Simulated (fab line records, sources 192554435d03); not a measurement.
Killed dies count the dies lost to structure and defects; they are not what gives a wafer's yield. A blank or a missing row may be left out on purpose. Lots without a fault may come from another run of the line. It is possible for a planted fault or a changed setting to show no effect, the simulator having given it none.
Which tool was responsible? + flow n5 finfet + 24 lots with 72 wafers sampled at 5 steps, on a route of 1938 steps

== WHAT EACH GAUGE READ, for each wafer ==
N5_BEOL_M13_CD_MEAS_10 targets a cd of 190 nm.
| lot  | measured     | on        | cd nm (nm)        |
|------|--------------|-----------|-------------------|
| L074 | day 11 12:05 | cd sem-02 | 188.3 190.0 189.7 |
| L076 | day 12 00:06 | cd sem-01 | 189.7 189.9 190.2 |
| L075 | day 12 00:35 | cd sem-01 | 187.9 189.6 190.6 |
| L077 | day 12 01:30 | cd sem-02 | 190.0 189.0 189.3 |
| L080 | day 12 07:32 | cd sem-01 | 190.0 186.8 190.6 |
| L078 | day 12 08:15 | cd sem-03 | 188.3 186.7 186.6 |
| L079 | day 12 08:43 | cd sem-02 | 188.0 189.8 188.3 |
| L081 | day 13 14:56 | cd sem-02 | 190.3 190.5 190.7 |
| L084 | day 13 16:17 | cd sem-03 | 189.0 191.0 188.2 |
| L082 | day 13 21:19 | cd sem-02 | 192.2 190.7 190.2 |
| L083 | day 14 00:08 | cd sem-02 | 190.8 190.0 191.0 |
| L086 | day 15 01:05 | cd sem-01 | 187.6 189.1 187.8 |
| L087 | day 15 03:34 | cd sem-02 | 187.8 188.1 188.2 |
| L088 | day 15 03:49 | cd sem-01 | 190.1 187.7 188.9 |
| L085 | day 15 06:41 | cd sem-02 | 188.6 189.5 188.4 |
| L090 | day 15 08:08 | cd sem-03 | 189.2 186.1 191.2 |
| L089 | day 15 15:22 | cd sem-03 | 187.4 188.5 189.7 |
| L092 | day 15 17:57 | cd sem-01 | 187.4 188.7 188.5 |
| L091 | day 16 02:02 | cd sem-03 | 188.3 190.7 190.9 |
| L094 | day 16 14:57 | cd sem-01 | 187.5 187.4 188.0 |
| L095 | day 16 16:29 | cd sem-02 | 190.3 189.5 189.4 |
| L093 | day 16 20:56 | cd sem-01 | 188.2 185.4 190.3 |
| L096 | day 17 06:50 | cd sem-03 | 188.9 187.3 189.4 |
| L097 | day 18 00:08 | cd sem-03 | 188.8 190.6 189.5 |

N5_BEOL_M14_OVL_MEAS_29.
| lot  | measured     | on         | M14_OVL (nm) |
|------|--------------|------------|--------------|
| L074 | day 11 19:01 | overlay-01 | 4 4 2        |
| L076 | day 12 15:26 | overlay-01 | 0 -9 -5      |
| L075 | day 12 15:58 | overlay-02 | 0 -4 -3      |
| L077 | day 12 18:22 | overlay-02 | -5 -8 -8     |
| L080 | day 12 20:35 | overlay-02 | 0 -4 0       |
| L078 | day 12 21:23 | overlay-01 | 3 4 0        |
| L079 | day 12 21:52 | overlay-01 | 3 -6 0       |
| L081 | day 14 01:31 | overlay-02 | -10 -8 -8    |
| L084 | day 14 04:01 | overlay-02 | -2 1 0       |
| L082 | day 14 04:41 | overlay-02 | -1 3 -5      |
| L083 | day 14 06:58 | overlay-01 | 3 -1 -7      |
| L086 | day 15 08:10 | overlay-02 | -1 2 -4      |
| L087 | day 15 10:11 | overlay-02 | 1 -5 -4      |
| L088 | day 15 10:28 | overlay-01 | 1 2 -4       |
| L085 | day 15 16:24 | overlay-02 | -3 -13 -2    |
| L090 | day 15 15:46 | overlay-01 | 1 -4 3       |
| L089 | day 15 23:34 | overlay-02 | -5 -7 0      |
| L092 | day 16 01:33 | overlay-01 | 1 2 1        |
| L091 | day 16 12:52 | overlay-01 | 13 9 8       |
| L094 | day 17 00:20 | overlay-01 | -2 3 1       |
| L095 | day 17 03:31 | overlay-02 | -4 -3 -3     |
| L093 | day 17 04:47 | overlay-02 | 0 8 0        |
| L096 | day 17 12:13 | overlay-02 | 10 -6 -2     |
| L097 | day 18 05:40 | overlay-01 | 1 0 3        |

== EACH LOT AND THE TOOL THAT RAN IT (in order: tool; ch and the chambers of the sampled wafers; start) ==
| lot  | N5_BEOL_M13_ETCH_67                | N5_BEOL_M13_SPUTTER_43       | N5_BEOL_M13_CMP_49            |
|------|------------------------------------|------------------------------|-------------------------------|
| L074 | rie diel-03 ch 1,2, day 11 13:17   | pvd sputter-02, day 11 16:03 | cmp-04 ch 0,1,3, day 11 17:13 |
| L076 | rie diel-03 ch 2,3, day 12 01:11   | pvd sputter-02, day 12 11:13 | cmp-04 ch 2,3, day 12 11:57   |
| L075 | rie diel-03 ch 0,2, day 12 01:44   | pvd sputter-01, day 12 12:33 | cmp-04 ch 0,1,3, day 12 13:19 |
| L077 | rie diel-04 ch 2,3, day 12 02:34   | pvd sputter-01, day 12 13:21 | cmp-01 ch 1,2,3, day 12 15:50 |
| L080 | rie diel-02 ch 0,1,2, day 12 08:44 | pvd sputter-01, day 12 13:50 | cmp-01 ch 0,1,2, day 12 17:28 |
| L078 | rie diel-02 ch 0,1,2, day 12 09:19 | pvd sputter-03, day 12 14:30 | cmp-04 ch 0,2,3, day 12 18:01 |
| L079 | rie diel-04 ch 2,3, day 12 10:39   | pvd sputter-02, day 12 15:52 | cmp-04 ch 1,3, day 12 18:46   |
| L081 | rie diel-03 ch 0,2,3, day 13 16:08 | pvd sputter-03, day 13 22:47 | cmp-01 ch 0,1, day 13 23:31   |
| L084 | rie diel-04 ch 1,2,3, day 13 17:28 | pvd sputter-01, day 13 23:17 | cmp-01 ch 0,1,2, day 14 02:08 |
| L082 | rie diel-04 ch 2,3, day 13 22:51   | pvd sputter-01, day 14 00:55 | cmp-03 ch 2,3, day 14 02:50   |
| L083 | rie diel-04 ch 0,3, day 14 01:22   | pvd sputter-01, day 14 02:20 | cmp-01 ch 0,1,3, day 14 04:37 |
| L086 | rie diel-02 ch 0,2, day 15 02:20   | pvd sputter-01, day 15 05:34 | cmp-01 ch 1,2, day 15 06:18   |
| L087 | rie diel-02 ch 0,3, day 15 04:41   | pvd sputter-02, day 15 07:22 | cmp-04 ch 2,3, day 15 08:09   |
| L088 | rie diel-02 ch 0,2, day 15 05:13   | pvd sputter-02, day 15 07:43 | cmp-03 ch 1,2, day 15 08:28   |
| L085 | rie diel-04 ch 0,1, day 15 07:45   | pvd sputter-02, day 15 13:35 | cmp-03 ch 1,2,3, day 15 14:20 |
| L090 | rie diel-03 ch 0,1,3, day 15 09:13 | pvd sputter-01, day 15 13:02 | cmp-04 ch 0,1,3, day 15 13:49 |
| L089 | rie diel-04 ch 0,1,2, day 15 16:58 | pvd sputter-02, day 15 19:40 | cmp-03 ch 0,1,2, day 15 21:35 |
| L092 | rie diel-04 ch 2,3, day 15 19:08   | pvd sputter-01, day 15 20:39 | cmp-03 ch 0,2, day 15 23:38   |
| L091 | rie diel-04 ch 0,2,3, day 16 03:28 | pvd sputter-03, day 16 07:45 | cmp-04 ch 0,1,2, day 16 10:50 |
| L094 | rie diel-04 ch 0,1,3, day 16 16:13 | pvd sputter-02, day 16 18:09 | cmp-01 ch 1,3, day 16 22:23   |
| L095 | rie diel-04 ch 1,2, day 16 18:02   | pvd sputter-01, day 16 20:43 | cmp-01 ch 0,1,3, day 17 01:11 |
| L093 | rie diel-02 ch 1,2,3, day 16 22:08 | pvd sputter-01, day 17 00:07 | cmp-01 ch 0,1,3, day 17 02:20 |
| L096 | rie diel-02 ch 1,2,3, day 17 08:09 | pvd sputter-03, day 17 09:20 | cmp-03 ch 0,1,2, day 17 10:05 |
| L097 | rie diel-02 ch 1,2,3, day 18 01:19 | pvd sputter-02, day 18 02:19 | cmp-03 ch 2,3, day 18 03:35   |
- N5_BEOL_M13_ETCH_67: etches SiARC in CF4, target depth 143 nm, time 238.3 s.
- N5_BEOL_M13_SPUTTER_43: material TaN, target thk 15 nm, time 24.19 s.
- N5_BEOL_M13_CMP_49: polishes, stops on SiOC, t overpolish 17.1 s, target thk 420 nm.

== AS READ BY THE TOOLS THEMSELVES (means over the sampled wafers that have a number; for cases with no such wafer, the mark the record gives instead) ==
N5_BEOL_M13_ETCH_67.
| lot  | tool        | drypump motor current A (A) | etch rf on time s (s) | oes product au (a.u.) | rf vpp V (V) | showerhead plenum p Torr (Torr) | throttle valve pct (%) |
|------|-------------|-----------------------------|-----------------------|-----------------------|--------------|---------------------------------|------------------------|
| L074 | rie diel-03 | 5.8                         | 240                   | 0.60                  | 184.3        | 2.14                            | 15.74                  |
| L076 | rie diel-03 | 5.7                         | 242                   | 0.63                  | 183.5        | 2.14                            | 15.57                  |
| L075 | rie diel-03 | 5.3                         | 238                   | 0.75                  | 183.2        | 2.12                            | 15.66                  |
| L077 | rie diel-04 | 5.5                         | 240                   | 0.62                  | 184.4        | 2.13                            | 15.42                  |
| L080 | rie diel-02 | 5.7                         | 240                   | 0.64                  | 184.7        | 2.20                            | 15.89                  |
| L078 | rie diel-02 | 5.6                         | 240                   | 0.64                  | 184.7        | 2.20                            | 15.89                  |
| L079 | rie diel-04 | 5.5                         | 241                   | 0.61                  | 183.9        | 2.13                            | 15.42                  |
| L081 | rie diel-03 | 5.5                         | 240                   | 0.68                  | 184.0        | 2.13                            | 15.63                  |
| L084 | rie diel-04 | 5.6                         | 240                   | 0.63                  | 184.4        | 2.10                            | 15.44                  |
| L082 | rie diel-04 | 5.8                         | 242                   | 0.60                  | 184.8        | 2.12                            | 15.58                  |
| L083 | rie diel-04 | 6.0                         | 238                   | 0.61                  | 182.6        | 2.02                            | 15.68                  |
| L086 | rie diel-02 | 5.3                         | 239                   | 0.77                  | 184.1        | 2.20                            | 15.73                  |
| L087 | rie diel-02 | 6.3                         | 238                   | 0.72                  | 183.9        | 2.12                            | 15.46                  |
| L088 | rie diel-02 | 5.3                         | 235                   | 0.77                  | 185.0        | 2.20                            | 15.74                  |
| L085 | rie diel-04 | 5.5                         | 240                   | 0.64                  | 182.6        | 2.03                            | 15.42                  |
| L090 | rie diel-03 | 5.7                         | 236                   | 0.73                  | 182.9        | 2.15                            | 15.36                  |
| L089 | rie diel-04 | 5.4                         | 238                   | 0.62                  | 182.6        | 2.04                            | 15.45                  |
| L092 | rie diel-04 | 5.9                         | 244                   | 0.76                  | 183.2        | 2.11                            | 15.28                  |
| L091 | rie diel-04 | 5.8                         | 243                   | 0.67                  | 183.0        | 2.06                            | 15.44                  |
| L094 | rie diel-04 | 5.8                         | 245                   | 0.68                  | 183.4        | 2.04                            | 15.43                  |
| L095 | rie diel-04 | 5.2                         | 245                   | 0.63                  | 183.4        | 2.07                            | 15.34                  |
| L093 | rie diel-02 | 6.0                         | 238                   | 0.73                  | 183.8        | 2.15                            | 15.46                  |
| L096 | rie diel-02 | 5.9                         | 237                   | 0.72                  | 184.1        | 2.15                            | 15.46                  |
| L097 | rie diel-02 | 6.0                         | 235                   | 0.72                  | 183.5        | 2.15                            | 15.47                  |

N5_BEOL_M13_SPUTTER_43.
| lot  | tool           | throttle valve pct (%) |
|------|----------------|------------------------|
| L074 | pvd sputter-02 | 29.5                   |
| L076 | pvd sputter-02 | 29.9                   |
| L075 | pvd sputter-01 | 29.1                   |
| L077 | pvd sputter-01 | 29.8                   |
| L080 | pvd sputter-01 | 29.8                   |
| L078 | pvd sputter-03 | 30.8                   |
| L079 | pvd sputter-02 | 29.8                   |
| L081 | pvd sputter-03 | 31.0                   |
| L084 | pvd sputter-01 | 29.7                   |
| L082 | pvd sputter-01 | 29.4                   |
| L083 | pvd sputter-01 | 29.5                   |
| L086 | pvd sputter-01 | 28.8                   |
| L087 | pvd sputter-02 | 29.7                   |
| L088 | pvd sputter-02 | 29.5                   |
| L085 | pvd sputter-02 | 29.2                   |
| L090 | pvd sputter-01 | 28.9                   |
| L089 | pvd sputter-02 | 29.7                   |
| L092 | pvd sputter-01 | 29.2                   |
| L091 | pvd sputter-03 | 30.9                   |
| L094 | pvd sputter-02 | 29.1                   |
| L095 | pvd sputter-01 | 29.3                   |
| L093 | pvd sputter-01 | 29.8                   |
| L096 | pvd sputter-03 | 30.6                   |
| L097 | pvd sputter-02 | 29.1                   |

N5_BEOL_M13_CMP_49.
| lot  | tool   | barrier field endpoint s (s) | motor current A (A) | overpolish run s (s) |
|------|--------|------------------------------|---------------------|----------------------|
| L074 | cmp-04 | 29.7                         | 6.4                 | 17.103               |
| L076 | cmp-04 | 30.3                         | 6.6                 | 17.098               |
| L075 | cmp-04 | 30.3                         | 6.2                 | 17.102               |
| L077 | cmp-01 | 29.3                         | 6.6                 | 17.100               |
| L080 | cmp-01 | 30.9                         | 6.1                 | 17.104               |
| L078 | cmp-04 | 30.7                         | 6.8                 | 17.099               |
| L079 | cmp-04 | 28.9                         | 6.1                 | 17.092               |
| L081 | cmp-01 | 30.0                         | 6.1                 | 17.108               |
| L084 | cmp-01 | 29.4                         | 6.0                 | 17.094               |
| L082 | cmp-03 | 31.1                         | 6.6                 | 17.103               |
| L083 | cmp-01 | 30.6                         | 6.2                 | 17.101               |
| L086 | cmp-01 | 29.6                         | 6.5                 | 17.088               |
| L087 | cmp-04 | 30.2                         | 6.6                 | 17.104               |
| L088 | cmp-03 | 30.9                         | 6.3                 | 17.101               |
| L085 | cmp-03 | 30.8                         | 6.6                 | 17.102               |
| L090 | cmp-04 | 30.0                         | 6.4                 | 17.093               |
| L089 | cmp-03 | 30.2                         | 6.3                 | 17.094               |
| L092 | cmp-03 | 29.4                         | 6.0                 | 17.101               |
| L091 | cmp-04 | 29.6                         | 6.3                 | 17.095               |
| L094 | cmp-01 | 29.7                         | 6.8                 | 17.100               |
| L095 | cmp-01 | 29.6                         | 6.0                 | 17.097               |
| L093 | cmp-01 | 29.1                         | 6.2                 | 17.103               |
| L096 | cmp-03 | 30.7                         | 6.3                 | 17.102               |
| L097 | cmp-03 | 30.9                         | 6.4                 | 17.104               |

== THE ANSWER, worked out from the rows above alone ==
Rule: usual is defined by the lots themselves. Put in order of their means at a reading, lots are off if they are a third of the lots or fewer, leave a main group of 4 or more, and stand apart from it by a gap of 3 or more times the standard deviation of the main group's means; of several such gaps the widest counts. A main group whose means are all the same, to the digits that the tables above print for the reading, isn't used. Also off: a lot with no number at a reading for which 4 or more lots have one. Where the step has rows for the other lots, those lots are counted as sound. First the gauges in route order, then the tools' own readings, where a lot's mean is used as printed above. At the first step where some lot is off, the reading lying furthest off is the one used; lots without a number count as furthest.
Across all readings shown, no lot is off: no conclusion can be drawn from this.

== WHAT THE SIMULATOR HAD PUT IN ==
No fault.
